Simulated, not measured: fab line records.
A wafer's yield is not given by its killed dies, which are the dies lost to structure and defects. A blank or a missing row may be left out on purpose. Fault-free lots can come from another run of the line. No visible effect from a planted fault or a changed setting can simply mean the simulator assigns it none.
Matching of chambers	flow nandHarc	NHARC_A_CHANNEL_FILL_D2_ALD_02 on aldHk-04: 4 sister chambers
The step deposits SiO2, target thk 6 nm, pulse time 10 s, ald cycles 60. 4 wafers are shown with their chamber, then 8 later ones without.

## WAFERS WITH THEIR CHAMBER
wafer	chamber	heaterPowerW (W)
L089.5	1	507
L088.1	2	449
L088.3	3	480
L087.1	0	443

## WAFERS WHOSE CHAMBER IS MISSING
wafer	heaterPowerW (W)
L087.3	461
L087.5	452
L093.1	499
L093.4	452
L093.6	444
L094.1	503
L094.3	463
L094.4	444

## CHAMBER TAKEN BY EACH
wafer	from the rows above	in truth
L087.3	can't be placed: 2 or 0 or 3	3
L087.5	can't be placed: 2 or 0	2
L093.1	can't be placed: 1 or 3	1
L093.4	can't be placed: 2 or 0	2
L093.6	can't be placed: 0 or 2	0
L094.1	1	1
L094.3	can't be placed: 2 or 3 or 0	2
L094.4	can't be placed: 0 or 2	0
Correct placement for 1 of the 8. Not placeable from these rows: 7 (in 7, the candidates include the true chamber). Number placed wrongly: 0.
How it was worked out, from the rows above alone: a wafer's distance from a chamber is the root of the sum, over the readings, of the square of ((its reading less the chamber's mean) divided by the reading's scatter). If the next closest chamber is less than 2 further off than the closest, the wafer can't be placed; otherwise it belongs to the closest. A chamber's mean is the mean of its shown wafers. The scatter: root of mean squared gap, hidden wafer to nearest shown wafer, with one shown wafer a chamber.
